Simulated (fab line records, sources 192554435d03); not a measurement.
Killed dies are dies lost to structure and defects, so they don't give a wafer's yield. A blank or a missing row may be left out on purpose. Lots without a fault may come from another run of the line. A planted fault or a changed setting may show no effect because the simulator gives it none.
fab line records | flow n5_finfet
record lots=12 wafers=33 last_day=17
route steps=1938 shown FIN_CUT@168 STI_FIN_REVEAL@187 PASSIVATION@1936
lots that met no fault: from a run of the same line without faults
start_h: hours from the record's first day to the start of the lot's first wafer shown | wait_h: hours since the lot's step before | " the same as in the row above | L1.1+2: a row that stands for several wafers | - no value, or no start given | * or withheld: withheld | < > ~ a bound
route shown NAME@n: a module of which the file shows steps, and the number in the route of the first | usual: mean/standard deviation of fault-free wafers | same: alike in all rows | chamber/n: place in a boat | sites: the reading at each site | _std_site: their standard deviation | _edge_site: outer sites' mean less inner sites' | radius_mm: how far each site lies from the wafer's centre | mask NAME#n: copy n | behind: the tool/chamber that last shaped the wafer | hold: why the lot was held/for how many hours/how that ended | device: the transistor (n, p or np) that didn't switch | end of line: the same wafers' tests at the end of the route | a step without rows: its recipe alone | killed: dies lost to structure and defects at the first sort, not the wafer's yield | map: a wafer's dies, x killed, . not, _ none there
set.NAME: the setting as run; set.NAME@STEP: as run at that earlier step | model.NAME: the simulator's own value behind a step, which no gauge read
steps of the route over a sample of lots; a table a step, a row a wafer
services: from which hour (start_h, from the record's first day; less than 0 if before it) a tool's chamber was out of use, for how many hours, and why
## steps
# step N5_FIN_CUT_ETCH_20
# recipe chemistry=CF4 target=SiARC target_depth_a=260 mask_material=CAR-EUV time_s=43.3 ion_energy_ev=80 pressure_mtorr=40 source_w=545 bias_w=36 Ar_flow_sccm=100 cf4_flow_sccm=100 ends=cleared
# usual drypump_motor_current_A=5.8/0.42 etch_rf_on_time_s=43.3/1.3 oes_product_au=0.65/0.037 rf_vpp_V=183.9/1 showerhead_plenum_p_Torr=2.13/0.067 throttle_valve_pct=15.69/0.27
# columns lot.wafer tool chamber start_h wait_h drypump_motor_current_A etch_rf_on_time_s oes_product_au rf_hours_counter_h rf_vpp_V showerhead_plenum_p_Torr throttle_valve_pct
L476.1 rie_diel-03 3 33.87 0.0 5.2 44.9 0.67 110 184.3 2.08 15.73
L476.6 " 2 " " 5.9 42.0 0.63 - 184.3 2.11 16.11
L477.2 rie_diel-02 2 38.67 0.0 5.9 44.8 0.65 110 185.1 2.15 15.63
L477.5 " 1 " " 5.6 43.2 0.69 - 183.7 2.06 15.75
L477.6 " 2 " " 5.9 44.8 0.66 - 184.1 2.15 15.62
L478.1 rie_diel-03 2 46.41 0.0 5.8 42.1 0.63 214 184.3 2.11 16.14
L478.6 " 3 " " 5.2 45.1 0.67 - 182.9 2.08 15.74
L480.1 rie_diel-02 2 57.09 0.0 5.9 45.2 0.65 114 183.6 2.15 15.64
L480.3 " 1 " " 5.6 43.1 0.69 116 182.2 2.06 15.75
L481.3 rie_diel-01 0 64.39 0.0 6.4 42.8 0.67 135 183.3 2.13 15.32
L481.4 " 1 " " 5.3 43.5 0.67 125 183.2 2.05 15.67
L481.5 " 1 " " 5.3 43.4 0.67 - 184.2 2.05 15.65
L482.1 rie_diel-01 1 68.75 0.0 5.3 43.5 0.67 126 184.8 2.05 15.67
L482.5 " 0 " " 6.4 43.5 0.67 - 185.3 2.13 15.34
L482.6 " 1 " " 5.3 43.6 0.67 - 182.9 2.05 15.65
L484.2 rie_diel-01 1 81.00 0.0 5.3 44.0 0.67 130 181.7 2.05 15.67
L484.3 " 0 " " 6.4 43.2 0.66 140 185.0 2.13 15.34
L484.4 " 3 " " 6.1 40.8 0.65 167 183.5 2.05 16.04
L492.1 rie_diel-01 2 129.94 0.0 6.1 43.3 0.65 139 184.9 2.22 15.41
L492.3 " 0 " " 6.4 42.6 0.65 155 184.4 2.12 15.37
L492.6 " 0 " " 6.4 42.9 0.66 - 183.8 2.12 15.37
L493.1 rie_diel-01 3 134.55 0.0 6.0 40.8 0.64 183 184.2 2.05 16.07
L493.4 " 3 " " 6.1 40.6 0.65 - 182.3 2.05 16.07
L493.6 " 2 " " 6.1 43.4 0.65 - 184.7 2.22 15.40
L495.1 rie_diel-01 3 146.89 0.0 6.1 41.1 0.63 188 183.8 2.04 16.06
L495.2 " 1 " " 5.3 44.2 0.65 145 181.0 2.04 15.69
L495.5 " 3 " " 6.0 40.9 0.63 - 183.9 2.04 16.07
L496.1 rie_diel-01 0 153.45 0.0 6.4 43.1 0.65 164 184.2 2.12 15.37
L496.2 " 1 " " 5.3 44.3 0.64 147 182.4 2.04 15.67
L496.5 " 1 " " 5.3 44.0 0.65 - 183.6 2.04 15.70
L497.1 rie_diel-01 2 160.17 0.0 6.1 43.7 0.64 149 183.8 2.22 15.41
L497.2 " 0 " " 6.4 42.7 0.65 166 182.6 2.12 15.39
L497.6 " 0 " " 6.4 42.7 0.65 - 183.1 2.12 15.38
# step N5_FIN_CUT_CUT_ETCH_28
# recipe chemistry=HBr/Cl2/O2 target=Si target_depth_a=60 mask_material=SOC time_s=2.4 ion_energy_ev=* bias_w=* pressure_mtorr=10 icp_w=800 HBr_flow_sccm=150 Cl2_flow_sccm=80 O2_flow_sccm=12
# usual drypump_motor_current_A=5.9/0.41 he_backside_leak_sccm=2.85/0.28 oes_product_au=1.002/0.014 throttle_valve_pct=37.2/0.4
# columns lot.wafer tool chamber start_h wait_h drypump_motor_current_A he_backside_leak_sccm oes_product_au rf_hours_counter_h throttle_valve_pct
L476.1 rie_si-03 1 34.50 0.0 6.4 2.36 1.010 31 36.9
L476.6 " 3 " " 5.3 2.63 0.980 - 37.4
L477.2 rie_si-03 2 39.30 0.0 5.7 2.55 0.994 0 37.2
L477.5 " 0 " " 5.6 2.75 0.997 - 37.3
L477.6 " 3 " " 5.3 3.05 0.972 - 37.4
L478.1 rie_si-03 3 47.04 0.0 5.3 2.77 0.981 3 37.4
L478.6 " 2 " " 5.7 2.61 1.003 - 37.2
L480.1 rie_si-06 3 57.73 0.0 5.5 3.90 1.007 165 36.9
L480.3 " 1 " " 6.3 3.07 1.015 142 37.1
L481.3 rie_si-03 0 65.21 0.0 5.6 2.88 0.991 166 37.3
L481.4 " 2 " " 5.7 2.54 0.999 1 37.2
L481.5 " 1 " " 6.4 2.37 1.020 - 36.9
L482.1 rie_si-05 0 69.44 0.0 6.4 2.86 1.020 169 36.3
L482.5 " 3 " " 5.7 2.94 1.023 - 36.9
L482.6 " 2 " " 6.3 2.82 0.980 - 37.8
L484.2 rie_si-03 0 81.63 0.0 5.6 2.89 0.986 166 37.3
L484.3 " 1 " " 6.4 2.39 1.007 31 36.9
L484.4 " 2 " " 5.7 2.30 1.008 1 37.2
L492.1 rie_si-03 0 130.57 0.0 5.6 2.90 0.992 167 37.3
L492.3 " 3 " " 5.3 3.08 0.981 4 37.4
L492.6 " 3 " " 5.3 2.89 0.977 - 37.4
L493.1 rie_si-05 2 135.18 0.0 6.3 2.85 0.993 191 37.8
L493.4 " 3 " " 5.7 3.04 1.012 46 36.9
L493.6 " 3 " " 5.7 2.85 1.014 - 36.9
L495.1 rie_si-06 0 147.52 0.0 5.9 3.09 1.013 82 36.9
L495.2 " 3 " " 5.5 3.57 1.008 167 36.9
L495.5 " 3 " " 5.5 3.65 1.015 - 36.9
L496.1 rie_si-03 1 154.08 0.0 6.4 2.38 1.007 33 36.9
L496.2 " 3 " " 5.3 3.06 0.977 5 37.4
L496.5 " 3 " " 5.3 2.68 0.977 - 37.4
L497.1 rie_si-06 0 160.80 0.0 5.9 3.13 1.008 82 36.9
L497.2 " 3 " " 5.6 3.57 1.014 167 36.9
L497.6 " 0 " " 5.9 3.05 1.005 - 36.9
# step N5_STI_FIN_REVEAL_CMP_04
# recipe stop_on=Si3N4 t_overpolish_s=4 down_force_psi=2 platen_rpm=54.18 post_cmp_clean=alkaline_brush pad_velocity_m_s=1.078 target_thk_nm=131.83
# usual motor_current_A=8.2/0.91 overpolish_run_s=4.000/0.0089 platen_rpm=54.18/0.032 time_to_endpoint_s=106/6.9
# columns lot.wafer tool chamber start_h wait_h motor_current_A overpolish_run_s platen_rpm time_to_endpoint_s
L476.1 cmp-03 2 41.68 0.1 7.7 3.990 54.21 107
L476.6 " 0 " " 7.4 3.995 54.22 107
L477.2 cmp-03 0 44.70 0.1 7.3 3.994 54.21 110
L477.6 " 3 " " 7.4 4.013 54.19 108
L477.5 " 0 " " 7.6 3.993 54.19 110
L478.1 cmp-04 1 52.49 0.1 9.1 4.005 54.14 104
L478.6 " 1 " " 9.4 4.006 54.19 102
L480.3 cmp-04 3 63.87 0.1 8.3 3.996 54.23 103
L480.1 " 1 " " 8.8 4.003 54.17 102
L481.3 cmp-04 1 70.56 0.0 9.4 3.992 54.17 101
L481.4 " 0 " " 8.6 3.995 54.19 120
L481.5 " 2 " " 7.4 3.991 54.14 101
L482.1 cmp-01 0 75.17 0.1 8.6 4.004 54.19 100
L482.6 " 3 " " 7.5 3.996 54.22 96
L482.5 " 0 " " 8.2 4.003 54.20 100
L484.3 cmp-03 1 86.99 0.0 10.0 4.002 54.19 104
L484.4 " 3 " " 7.5 4.008 54.22 105
L484.2 " 0 " " 7.1 4.001 54.16 101
L492.1 cmp-03 3 136.14 0.1 8.2 4.003 54.19 106
L492.3 " 0 " " 7.5 4.004 54.24 104
L492.6 " 3 " " 8.3 3.983 54.23 103
L493.4 cmp-04 2 140.54 0.0 6.9 4.007 54.16 102
L493.1 " 0 " " 8.4 4.006 54.15 122
L493.6 " 2 " " 6.8 3.990 54.16 104
L495.2 cmp-04 0 153.09 0.0 8.7 4.010 54.16 129
L495.1 " 2 " " 7.1 3.993 54.18 107
L495.5 " 0 " " 8.2 4.004 54.15 128
L496.1 cmp-04 3 159.51 0.1 8.4 4.006 54.18 108
L496.2 " 0 " " 8.1 3.995 54.19 123
L496.5 " 1 " " 9.6 4.013 54.24 106
L497.2 cmp-03 2 166.20 0.1 8.3 4.004 54.23 94
L497.1 " 0 " " 7.5 3.997 54.17 95
L497.6 " 2 " " 8.0 4.013 54.20 95
# step N5_STI_FIN_REVEAL_PRECLEAN_17
# recipe chemistry=NF3:NH3 afs_cycles=1 temp_c=30 time_s=20 sublimation_temp_c=180 sublimation_time_s=60 pressure_torr=3 rf_power_w=30
# usual temp_c=30.00/0.11 time_s=20/0
# columns lot.wafer tool chamber start_h wait_h temp_c time_s
L476.1 remote_plasma-01 0 44.43 0.0 30.07 20
L476.6 " 0 " " 30.02 20
L477.2 remote_plasma-02 0 47.66 0.1 30.06 20
L477.5 " 0 " " 30.10 20
L477.6 " 0 " " 30.08 20
L478.1 remote_plasma-01 0 55.25 0.0 30.08 20
L478.6 " 0 " " 29.98 20
L480.1 remote_plasma-01 1 66.68 0.0 29.82 20
L480.3 " 1 " " 29.85 20
L481.3 remote_plasma-01 1 73.40 0.1 30.05 20
L481.4 " 1 " " 30.04 20
L481.5 " 1 " " 30.08 20
L482.1 remote_plasma-01 1 79.52 0.0 30.13 20
L482.5 " 1 " " 30.23 20
L482.6 " 1 " " 30.23 20
L484.2 remote_plasma-01 0 89.69 0.1 29.83 20
L484.3 " 0 " " 30.08 20
L484.4 " 0 " " 30.01 20
L492.1 remote_plasma-01 1 138.77 0.0 29.92 18.793
L492.3 " 1 " " 29.95 18.793
L492.6 " 1 " " 30.00 18.793
L493.1 remote_plasma-01 1 143.40 0.0 30.01 18.793
L493.4 " 1 " " 29.96 18.793
L493.6 " 1 " " 30.08 18.793
L495.1 remote_plasma-02 1 155.76 0.0 30.13 20
L495.2 " 1 " " 29.85 20
L495.5 " 1 " " 29.85 20
L496.1 remote_plasma-02 1 162.29 0.0 29.95 20
L496.2 " 1 " " 30.15 20
L496.5 " 1 " " 29.98 20
L497.1 remote_plasma-01 0 168.87 0.0 29.91 20
L497.2 " 0 " " 30.12 20
L497.6 " 0 " " 30.15 20
# step N5_PASSIVATION_PROBE_49
# usual killed_at_M0_to_M3=33/9.9 killed_at_M4_up=15/5.6 killed_at_contacts=13/5.7 killed_at_front_end=38/12 killed_at_other=4/3.1 killed_dies=103/17 killed_open=66/13 killed_short=32/7.8
# same gross_dies=1180 killed_at_back_side=0
# columns lot.wafer tool chamber start_h wait_h killed_at_M0_to_M3 killed_at_M4_up killed_at_contacts killed_at_front_end killed_at_other killed_dies killed_open killed_short
L492.1 prober-01 - 389.04 0.0 41 30 13 37 7 128 89 31
L492.3 prober-01 - 389.14 0.1 36 10 13 29 21 109 60 37
L492.6 prober-01 - 389.29 0.3 34 19 7 31 13 104 58 34
# killed by level:class
L492.1 BEOL_M4:geometric_particle:open=20 MOL_CONTACT_COAG:geometric_particle:open=12 STI_FIN_REVEAL:geometric_particle:open=11 BEOL_M0_SAQP:geometric_particle:short=9 BEOL_M0_SAQP:geometric_particle:open=8 BEOL_M3:geometric_particle:open=8 HKMG_FIN:area_etch=5 FIN_SAQP:geometric_particle:open=4
L492.3 BEOL_M0_SAQP:geometric_particle:short=11 PASSIVATION:area_etch=10 MOL_CONTACT_COAG:geometric_particle:open=9 BEOL_M0_SAQP:geometric_particle:open=9 STI_FIN_REVEAL:geometric_particle:open=6 BEOL_M4:geometric_particle:open=6 PASS1_CAP:geometric_particle:short=5 BEOL_M1:geometric_particle:open=4
L492.6 BEOL_M4:geometric_particle:open=12 PASSIVATION:area_etch=9 BEOL_M0_SAQP:geometric_particle:open=8 FIN_SAQP:geometric_particle:open=6 BEOL_M3:geometric_particle:open=6 MOL_CONTACT_COAG:geometric_particle:open=5 STI_FIN_REVEAL:geometric_particle:open=4 BEOL_M0_SAQP:geometric_particle:short=4
## services
# columns tool chamber start_h hours kind
cmp-03 - 16.38 3.5 repair
rie_diel-01 0 16.69 6.4 repair
cmp-04 - 22.43 1.1 repair
cmp-04 - 32.14 0.6 repair
cmp-01 - 33.56 0.4 repair
rie_si-06 1 41.83 4.6 repair
cmp-04 - 44.06 3.6 repair
cmp-03 - 76.25 1.8 repair
rie_si-05 0 91.17 9.4 repair
cmp-04 - 97.14 1.4 repair
rie_diel-03 3 101.29 10.9 repair
rie_diel-01 - 109.57 5.3 repair
remote_plasma-01 - 118.00 2.1 repair
rie_diel-01 1 126.45 15.1 repair
cmp-01 - 129.16 0.3 repair
rie_si-03 2 137.33 9.0 repair
cmp-04 - 143.74 5.2 repair
rie_diel-03 3 146.00 3.7 repair
cmp-03 - 148.19 4.0 pm
rie_diel-02 0 156.91 - clean
rie_diel-02 0 156.91 - consumable_replace:focus_ring
rie_diel-02 0 156.91 15.5 scheduled_down
rie_diel-02 0 156.91 15.5 vent_cycle
## key
first_sign step=N5_STI_FIN_REVEAL_PRECLEAN_17 reading=time_s direction=down sigmas=99+ usual=* struck=*
effect none on later readings
met_at N5_STI_FIN_REVEAL_PRECLEAN_17
struck_lots L492,L493
struck_wafers L492.1,L492.3,L492.6,L493.1,L493.4,L493.6
tester_left_out L492,L493
baseline_loss step=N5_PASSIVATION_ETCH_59 wafers=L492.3
not_acting_at N5_FIN_CUT_ETCH_20,N5_FIN_CUT_CUT_ETCH_28,N5_STI_FIN_REVEAL_CMP_04
onset_between 79.52 138.77
fault kind=process_parameter_drift tool=remote_plasma-01 chamber=1 onset_h=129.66 steps=N5_STI_FIN_REVEAL_PRECLEAN_17 channel=time_s offset=* shape=step end_h=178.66 acts_in=* stated=*
# tester_left_out: of these lots the tester's yield and bins aren't shown, on N5 and GAA mostly nor the transistor test; their killed dies are dies lost to structure and defects alone, not to doping, threshold or leakage, so they don't give the yield
# baseline_loss: these wafers lose ten dies or more at that step, a loss of the line's own and not of a fault; the sort's usual values leave them out
